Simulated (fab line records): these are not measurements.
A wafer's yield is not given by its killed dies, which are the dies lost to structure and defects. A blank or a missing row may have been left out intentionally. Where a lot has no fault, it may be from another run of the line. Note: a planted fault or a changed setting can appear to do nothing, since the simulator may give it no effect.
Matching of chambers || flow n5-finfet || N5_BEOL_M5_DESCUM_33 on rie-diel-03 has 4 sister chambers
The step chemistry O2, time 7 s. 4 wafers are shown with their chamber, then 7 later ones without.

== WAFERS WITH THEIR CHAMBER ==
{"wafer": "L081.1", "chamber": 1, "drypump-motor-current-A (A)": 6.2}
{"wafer": "L081.5", "chamber": 0, "drypump-motor-current-A (A)": 5.7}
{"wafer": "L082.1", "chamber": 3, "drypump-motor-current-A (A)": 5.7}
{"wafer": "L082.3", "chamber": 2, "drypump-motor-current-A (A)": 6.0}

== WAFERS WHOSE CHAMBER IS MISSING ==
{"wafer": "L082.5", "drypump-motor-current-A (A)": 6.0}
{"wafer": "L086.1", "drypump-motor-current-A (A)": 6.0}
{"wafer": "L086.3", "drypump-motor-current-A (A)": 5.7}
{"wafer": "L086.5", "drypump-motor-current-A (A)": 6.2}
{"wafer": "L096.2", "drypump-motor-current-A (A)": 6.0}
{"wafer": "L096.3", "drypump-motor-current-A (A)": 6.3}
{"wafer": "L096.6", "drypump-motor-current-A (A)": 5.7}

== THE CHAMBER EACH PASSED THROUGH ==
{"wafer": "L082.5", "from the rows above": 2, "in truth": 2}
{"wafer": "L086.1", "from the rows above": 2, "in truth": 2}
{"wafer": "L086.3", "from the rows above": "can't be placed: 0 or 3", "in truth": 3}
{"wafer": "L086.5", "from the rows above": 1, "in truth": 1}
{"wafer": "L096.2", "from the rows above": 2, "in truth": 2}
{"wafer": "L096.3", "from the rows above": 1, "in truth": 1}
{"wafer": "L096.6", "from the rows above": "can't be placed: 0 or 3", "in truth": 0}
5 of 7 placed correctly. Unplaceable from these rows: 2, with the true chamber sitting among the candidates in 2. Wrongly placed: 0.
How it was worked out, from the rows above alone: a wafer's distance from a chamber is the root of the sum, over the readings, of the square of ((its reading less the chamber's mean) divided by the reading's scatter). The wafer belongs to the nearest chamber; if the next one is less than 2 further off, it can't be placed. Each chamber's mean is taken over the wafers shown for it. The scatter (one wafer shown for each chamber): square how far every hidden wafer sits from the nearest shown wafer, average those squares and take the square root.
